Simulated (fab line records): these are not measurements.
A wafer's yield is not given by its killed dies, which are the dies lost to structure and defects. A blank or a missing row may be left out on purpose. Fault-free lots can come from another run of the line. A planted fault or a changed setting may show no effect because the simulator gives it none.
Chamber matching :: flow n5Finfet :: 4 sister chambers for N5_SDB_CUT_ETCH_26 on rieSi-03
The step etches Si in HBr/Cl2/O2, target depth 129.6 nm, bt time 20 s, time 51.8 s. 24 wafers are shown with their chamber, then 12 later ones without.

WAFERS, EACH WITH ITS CHAMBER
wafer: L074.1
chamber: 3
drypumpMotorCurrentA (A): 5.5
oesProductAu (a.u.): 1.031
mfcCl2Sccm (sccm): 79.88

wafer: L074.3
chamber: 2
drypumpMotorCurrentA (A): 5.7
oesProductAu (a.u.): 0.980
mfcCl2Sccm (sccm): 80.06

wafer: L074.4
chamber: 1
drypumpMotorCurrentA (A): 5.1
oesProductAu (a.u.): 0.998
mfcCl2Sccm (sccm): 80.00

wafer: L077.3
chamber: 3
drypumpMotorCurrentA (A): 5.5
oesProductAu (a.u.): 1.036
mfcCl2Sccm (sccm): 80.00

wafer: L077.5
chamber: 0
drypumpMotorCurrentA (A): 6.4
oesProductAu (a.u.): 0.986
mfcCl2Sccm (sccm): 79.93

wafer: L077.6
chamber: 3
drypumpMotorCurrentA (A): 5.5
oesProductAu (a.u.): 1.027
mfcCl2Sccm (sccm): 80.07

wafer: L078.1
chamber: 2
drypumpMotorCurrentA (A): 5.7
oesProductAu (a.u.): 0.984
mfcCl2Sccm (sccm): 80.28

wafer: L078.2
chamber: 3
drypumpMotorCurrentA (A): 5.6
oesProductAu (a.u.): 1.029
mfcCl2Sccm (sccm): 79.94

wafer: L078.3
chamber: 0
drypumpMotorCurrentA (A): 6.4
oesProductAu (a.u.): 0.979
mfcCl2Sccm (sccm): 80.27

wafer: L080.1
chamber: 1
drypumpMotorCurrentA (A): 5.1
oesProductAu (a.u.): 0.993
mfcCl2Sccm (sccm): 79.87

wafer: L080.4
chamber: 3
drypumpMotorCurrentA (A): 5.6
oesProductAu (a.u.): 1.030
mfcCl2Sccm (sccm): 80.32

wafer: L080.5
chamber: 0
drypumpMotorCurrentA (A): 6.4
oesProductAu (a.u.): 0.997
mfcCl2Sccm (sccm): 80.00

wafer: L081.1
chamber: 3
drypumpMotorCurrentA (A): 5.5
oesProductAu (a.u.): 1.034
mfcCl2Sccm (sccm): 80.12

wafer: L081.2
chamber: 2
drypumpMotorCurrentA (A): 5.7
oesProductAu (a.u.): 0.990
mfcCl2Sccm (sccm): 80.33

wafer: L081.6
chamber: 1
drypumpMotorCurrentA (A): 5.1
oesProductAu (a.u.): 0.998
mfcCl2Sccm (sccm): 79.76

wafer: L085.2
chamber: 2
drypumpMotorCurrentA (A): 5.7
oesProductAu (a.u.): 0.986
mfcCl2Sccm (sccm): 80.18

wafer: L085.4
chamber: 0
drypumpMotorCurrentA (A): 6.4
oesProductAu (a.u.): 0.990
mfcCl2Sccm (sccm): 80.40

wafer: L085.6
chamber: 0
drypumpMotorCurrentA (A): 6.4
oesProductAu (a.u.): 0.985
mfcCl2Sccm (sccm): 80.17

wafer: L086.3
chamber: 2
drypumpMotorCurrentA (A): 5.7
oesProductAu (a.u.): 0.983
mfcCl2Sccm (sccm): 79.91

wafer: L086.4
chamber: 1
drypumpMotorCurrentA (A): 5.1
oesProductAu (a.u.): 1.004
mfcCl2Sccm (sccm): 79.82

wafer: L086.6
chamber: 1
drypumpMotorCurrentA (A): 5.1
oesProductAu (a.u.): 1.004
mfcCl2Sccm (sccm): 79.70

wafer: L087.2
chamber: 1
drypumpMotorCurrentA (A): 5.1
oesProductAu (a.u.): 0.993
mfcCl2Sccm (sccm): 79.52

wafer: L087.4
chamber: 3
drypumpMotorCurrentA (A): 5.5
oesProductAu (a.u.): 1.021
mfcCl2Sccm (sccm): 80.05

wafer: L087.6
chamber: 2
drypumpMotorCurrentA (A): 5.7
oesProductAu (a.u.): 0.983
mfcCl2Sccm (sccm): 79.54

SIGNATURES, as means of the wafers listed above
reading: drypumpMotorCurrentA
chamber 0: 6.400
chamber 1: 5.100
chamber 2: 5.700
chamber 3: 5.529
scatter within a chamber: 0.0267

reading: oesProductAu
chamber 0: 0.98740
chamber 1: 0.99833
chamber 2: 0.98433
chamber 3: 1.02971
scatter within a chamber: 0.005

reading: mfcCl2Sccm
chamber 0: 80.1540
chamber 1: 79.7783
chamber 2: 80.0500
chamber 3: 80.0543
scatter within a chamber: 0.204
Rule: for each reading, subtract the chamber's mean from the wafer's reading, divide by that reading's scatter and square the result; add these up over the readings and take the root, which gives the wafer's distance from the chamber. The wafer belongs to the nearest chamber; if the next one is less than 2 further off, it can't be placed. The scatter: the root of (the sum of the squares of (reading less its chamber's mean) over the shown wafers, divided by (wafers less chambers)).

WAFERS MISSING THEIR CHAMBER
wafer: L091.3
drypumpMotorCurrentA (A): 5.5
oesProductAu (a.u.): 1.035
mfcCl2Sccm (sccm): 79.76

wafer: L091.4
drypumpMotorCurrentA (A): 6.4
oesProductAu (a.u.): 0.990
mfcCl2Sccm (sccm): 80.06

wafer: L091.6
drypumpMotorCurrentA (A): 5.6
oesProductAu (a.u.): 0.978
mfcCl2Sccm (sccm): 80.06

wafer: L093.2
drypumpMotorCurrentA (A): 5.1
oesProductAu (a.u.): 1.000
mfcCl2Sccm (sccm): 80.38

wafer: L093.5
drypumpMotorCurrentA (A): 5.1
oesProductAu (a.u.): 0.995
mfcCl2Sccm (sccm): 79.32

wafer: L093.6
drypumpMotorCurrentA (A): 6.4
oesProductAu (a.u.): 0.984
mfcCl2Sccm (sccm): 80.05

wafer: L095.1
drypumpMotorCurrentA (A): 5.1
oesProductAu (a.u.): 0.999
mfcCl2Sccm (sccm): 80.36

wafer: L095.2
drypumpMotorCurrentA (A): 5.7
oesProductAu (a.u.): 0.984
mfcCl2Sccm (sccm): 80.00

wafer: L095.3
drypumpMotorCurrentA (A): 5.6
oesProductAu (a.u.): 1.024
mfcCl2Sccm (sccm): 79.72

wafer: L097.1
drypumpMotorCurrentA (A): 5.7
oesProductAu (a.u.): 0.977
mfcCl2Sccm (sccm): 79.89

wafer: L097.3
drypumpMotorCurrentA (A): 6.4
oesProductAu (a.u.): 0.989
mfcCl2Sccm (sccm): 80.24

wafer: L097.4
drypumpMotorCurrentA (A): 5.6
oesProductAu (a.u.): 1.035
mfcCl2Sccm (sccm): 79.76

THE CHAMBER EACH PASSED THROUGH
wafer: L091.3
from the rows above: 3
in truth: 3

wafer: L091.4
from the rows above: 0
in truth: 0

wafer: L091.6
from the rows above: 2
in truth: 2

wafer: L093.2
from the rows above: 1
in truth: 1

wafer: L093.5
from the rows above: 1
in truth: 1

wafer: L093.6
from the rows above: 0
in truth: 0

wafer: L095.1
from the rows above: 1
in truth: 1

wafer: L095.2
from the rows above: 2
in truth: 2

wafer: L095.3
from the rows above: 3
in truth: 3

wafer: L097.1
from the rows above: 2
in truth: 2

wafer: L097.3
from the rows above: 0
in truth: 0

wafer: L097.4
from the rows above: 3
in truth: 3
Placed correctly: 12 of 12. From these rows, 0 cannot be placed. Wrongly placed: 0.
